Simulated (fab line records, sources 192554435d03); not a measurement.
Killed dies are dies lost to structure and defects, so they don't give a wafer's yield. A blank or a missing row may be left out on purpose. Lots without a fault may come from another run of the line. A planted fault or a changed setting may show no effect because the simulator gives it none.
Split-lot experiment | flow n5_finfet | 7 lots, 39 wafers read, on a route of 1938 steps

THE SPLIT
At N5_MOL_CONTACT_COAG_ETCHBACK_135 (etches SiO2 in CHF3, target depth 25 nm, time 16.7 s), the setting time_s was moved away from the recipe's 16.7 s on 15 of the 39 wafers read, by -22.1% to +16.8%. The other wafers ran this setting at the recipe's value.

The reading is taken at the split's own step.

THE READING
SOC_of_MOL_CONTACT_COAG_COAT_75.thk_nm (the simulator's own value, which no gauge read), in nm, at N5_MOL_CONTACT_COAG_ETCHBACK_135 (etches SiO2 in CHF3, target depth 25 nm, time 16.7 s). The file gives no usual value for it. The 24 wafers here that ran the recipe average 57.4 nm, standard deviation 0.22 nm.

wafer  | tool, chamber at the split | time_s as run, s | against the recipe | SOC_of_MOL_CONTACT_COAG_COAT_75.thk_nm, nm | against lot-mates on the recipe
L076.1 | rie_diel-05, 3,1           | 16.7             | recipe             | 57.4                                       | -
L076.3 | rie_diel-05, 3,1           | 16.7             | recipe             | 57.4                                       | -
L076.2 | rie_diel-05, 0,3           | 13.42            | -19.6%             | 58.2                                       | +0.7
L076.4 | rie_diel-05, 0,3           | 13.42            | -19.6%             | 58.2                                       | +0.7
L076.5 | rie_diel-05, 0             | 13.42            | -19.6%             | 58                                         | +0.5
L076.6 | rie_diel-05, 1             | 16.7             | recipe             | 57.8                                       | -
L078.1 | rie_diel-03, 2             | 13.01            | -22.1%             | 58                                         | +0.7
L078.2 | rie_diel-03, 3             | 16.7             | recipe             | 57.2                                       | -
L078.6 | rie_diel-03, 3             | 16.7             | recipe             | 57.2                                       | -
L078.3 | rie_diel-03, 1,0           | 13.01            | -22.1%             | 57.8                                       | +0.5
L078.5 | rie_diel-03, 1,0           | 13.01            | -22.1%             | 57.8                                       | +0.5
L078.4 | rie_diel-03, 0             | 16.7             | recipe             | 57.4                                       | -
L080.1 | rie_diel-04, 2,3,3         | 19.51            | +16.8%             | 57.2                                       | -0.4
L080.2 | rie_diel-04, 2,3,3         | 19.51            | +16.8%             | 57.2                                       | -0.4
L080.6 | rie_diel-04, 2,3,3         | 19.51            | +16.8%             | 57.2                                       | -0.4
L080.3 | rie_diel-04, 0,1,2         | 16.7             | recipe             | 57.6                                       | -
L080.4 | rie_diel-04, 0,1,2         | 16.7             | recipe             | 57.6                                       | -
L080.5 | rie_diel-04, 0,1,2         | 16.7             | recipe             | 57.6                                       | -
L086.1 | rie_diel-05, 0             | 13.93            | -16.6%             | 58                                         | +0.4
L086.2 | rie_diel-05, 1,0           | 13.93            | -16.6%             | 58.2                                       | +0.6
L086.6 | rie_diel-05, 1,0           | 13.93            | -16.6%             | 58.2                                       | +0.6
L086.3 | rie_diel-05, 2,1,2         | 16.7             | recipe             | 57.6                                       | -
L086.4 | rie_diel-05, 2,1,2         | 16.7             | recipe             | 57.6                                       | -
L086.5 | rie_diel-05, 2,1,2         | 16.7             | recipe             | 57.6                                       | -
L089.3 | rie_diel-05, 3,1,1         | 16.7             | recipe             | 57.4                                       | -
L089.4 | rie_diel-05, 3,1,1         | 16.7             | recipe             | 57.4                                       | -
L089.6 | rie_diel-05, 3,1,1         | 16.7             | recipe             | 57.4                                       | -
L095.1 | rie_diel-05, 2,3,0         | 16.7             | recipe             | 57                                         | -
L095.2 | rie_diel-05, 2,3,0         | 16.7             | recipe             | 57                                         | -
L095.4 | rie_diel-05, 2,3,0         | 16.7             | recipe             | 57                                         | -
L095.3 | rie_diel-05, 1,1,2         | 16.7             | recipe             | 57.2                                       | -
L095.5 | rie_diel-05, 1,1,2         | 16.7             | recipe             | 57.2                                       | -
L095.6 | rie_diel-05, 1,1,2         | 16.7             | recipe             | 57.2                                       | -
L096.1 | rie_diel-05, 3,1           | 16.7             | recipe             | 57.4                                       | -
L096.3 | rie_diel-05, 3,1           | 16.7             | recipe             | 57.4                                       | -
L096.2 | rie_diel-05, 0,2           | 13.46            | -19.4%             | 58                                         | +0.5
L096.4 | rie_diel-05, 0,2           | 13.46            | -19.4%             | 58                                         | +0.5
L096.5 | rie_diel-05, 3             | 13.46            | -19.4%             | 57.8                                       | +0.3
L096.6 | rie_diel-05, 0             | 16.7             | recipe             | 57.6                                       | -
Where a row lists several chambers, the file gives one row for several wafers and doesn't say which wafer went through which chamber.

THE FIT
A straight line over all 39 wafers: SOC_of_MOL_CONTACT_COAG_COAT_75.thk_nm changes by -0.0266 nm for each +1% of time_s; r = -0.80; the points scatter about the line by 0.22 nm.
The same after taking each lot's own level away (the mean of its wafers on the recipe; 39 wafers): -0.0271 nm for each +1%; r = -0.95; scatter 0.1 nm.
On that fit, the largest move of time_s shifts the reading by 0.6 nm.
The lots' own levels span 57.10 to 57.60 nm, that is 2.3 times the standard deviation above.
So the lot-to-lot level changes the slope little: the two slopes agree.
Check: with one of the wafers moved furthest among these (-22.1%) left out of the fit, the line predicts +0.597 nm for it against its lot-mates. It came out at +0.733 nm against them.

OTHER SPLITS ON THESE WAFERS
These wafers also went through other splits before the reading. Each is held against what the fit with the lots' levels taken away leaves over:
other split on the same wafers    | wafers away from the commonest value | r with SOC_of_MOL_CONTACT_COAG_COAT_75.thk_nm (lot level and that fit taken away)
N5_WELL_APT_IMPLANT_31 energy_kev | 18                                   | +0.34
N5_FIN_SAQP_ETCH_52 source_w      | 12                                   | -0.01
N5_FIN_CUT_EXPOSE_05 dose_mj      | 15                                   | +0.12
N5_FIN_CUT_CUT_ETCH_26 time_s     | 18                                   | +0.03
N5_DUMMY_GATE_ETCH_42 bias_w      | 9                                    | -0.29
N5_HKMG_FIN_ETCH_35 time_s        | 15                                   | -0.21

THE FILE'S OWN FIT
SOC_of_MOL_CONTACT_COAG_COAT_75.thk_nm changes by -0.0275 nm for each +1% of time_s, r = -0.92.
